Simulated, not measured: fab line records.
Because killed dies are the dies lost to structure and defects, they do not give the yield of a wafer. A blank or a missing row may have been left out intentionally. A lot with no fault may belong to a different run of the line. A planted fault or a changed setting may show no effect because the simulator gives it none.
Matching of chambers || flow nandHarc || 3 sister chambers for NHARC_A_CONTACT_DEP_29 on pecvd-01
The step deposits SiON, target thk 70 nm. 18 wafers are shown with their chamber, then 9 later ones without.

WAFERS PAIRED WITH THEIR CHAMBERS
{"wafer": "L074.3", "chamber": 1, "heaterPowerW (W)": 890}
{"wafer": "L074.4", "chamber": 1, "heaterPowerW (W)": 887}
{"wafer": "L074.5", "chamber": 2, "heaterPowerW (W)": 770}
{"wafer": "L077.1", "chamber": 0, "heaterPowerW (W)": 845}
{"wafer": "L077.4", "chamber": 2, "heaterPowerW (W)": 777}
{"wafer": "L077.5", "chamber": 0, "heaterPowerW (W)": 853}
{"wafer": "L080.1", "chamber": 0, "heaterPowerW (W)": 877}
{"wafer": "L080.3", "chamber": 2, "heaterPowerW (W)": 747}
{"wafer": "L080.4", "chamber": 2, "heaterPowerW (W)": 748}
{"wafer": "L080.2", "chamber": 1, "heaterPowerW (W)": 944}
{"wafer": "L080.5", "chamber": 1, "heaterPowerW (W)": 946}
{"wafer": "L080.6", "chamber": 0, "heaterPowerW (W)": 876}
{"wafer": "L081.2", "chamber": 2, "heaterPowerW (W)": 728}
{"wafer": "L081.4", "chamber": 1, "heaterPowerW (W)": 915}
{"wafer": "L081.6", "chamber": 0, "heaterPowerW (W)": 787}
{"wafer": "L088.1", "chamber": 1, "heaterPowerW (W)": 830}
{"wafer": "L088.3", "chamber": 2, "heaterPowerW (W)": 673}
{"wafer": "L088.6", "chamber": 1, "heaterPowerW (W)": 851}

SIGNATURES, as means of the wafers listed above
{"reading": "heaterPowerW", "chamber 0": 847.60, "chamber 1": 894.71, "chamber 2": 740.50, "scatter within a chamber": 40}
Rule: a wafer's distance from a chamber is the root of the sum, over the readings, of the square of ((its reading less the chamber's mean) divided by the reading's scatter). The wafer belongs to the nearest chamber; if the next one is less than 2 further off, it can't be placed. The scatter: the root of (the sum of the squares of (reading less its chamber's mean) over the shown wafers, divided by (wafers less chambers)).

WAFERS MISSING THEIR CHAMBER
{"wafer": "L089.3", "heaterPowerW (W)": 861}
{"wafer": "L089.5", "heaterPowerW (W)": 771}
{"wafer": "L089.6", "heaterPowerW (W)": 872}
{"wafer": "L093.1", "heaterPowerW (W)": 756}
{"wafer": "L093.3", "heaterPowerW (W)": 947}
{"wafer": "L093.5", "heaterPowerW (W)": 727}
{"wafer": "L094.1", "heaterPowerW (W)": 728}
{"wafer": "L094.3", "heaterPowerW (W)": 768}
{"wafer": "L094.6", "heaterPowerW (W)": 750}

WHICH CHAMBER EACH WENT THROUGH
{"wafer": "L089.3", "from the rows above": "can't be placed: 0 or 1", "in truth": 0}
{"wafer": "L089.5", "from the rows above": "can't be placed: 2 or 0", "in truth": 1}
{"wafer": "L089.6", "from the rows above": "can't be placed: 1 or 0", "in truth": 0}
{"wafer": "L093.1", "from the rows above": "can't be placed: 2 or 0", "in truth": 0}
{"wafer": "L093.3", "from the rows above": "can't be placed: 1 or 0", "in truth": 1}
{"wafer": "L093.5", "from the rows above": 2, "in truth": 2}
{"wafer": "L094.1", "from the rows above": 2, "in truth": 2}
{"wafer": "L094.3", "from the rows above": "can't be placed: 2 or 0", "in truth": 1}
{"wafer": "L094.6", "from the rows above": 2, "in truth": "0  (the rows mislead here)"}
2 of 9 placed correctly. From these rows, 6 cannot be placed; in 4 the true chamber is one of the candidates. Wrongly placed: 1.
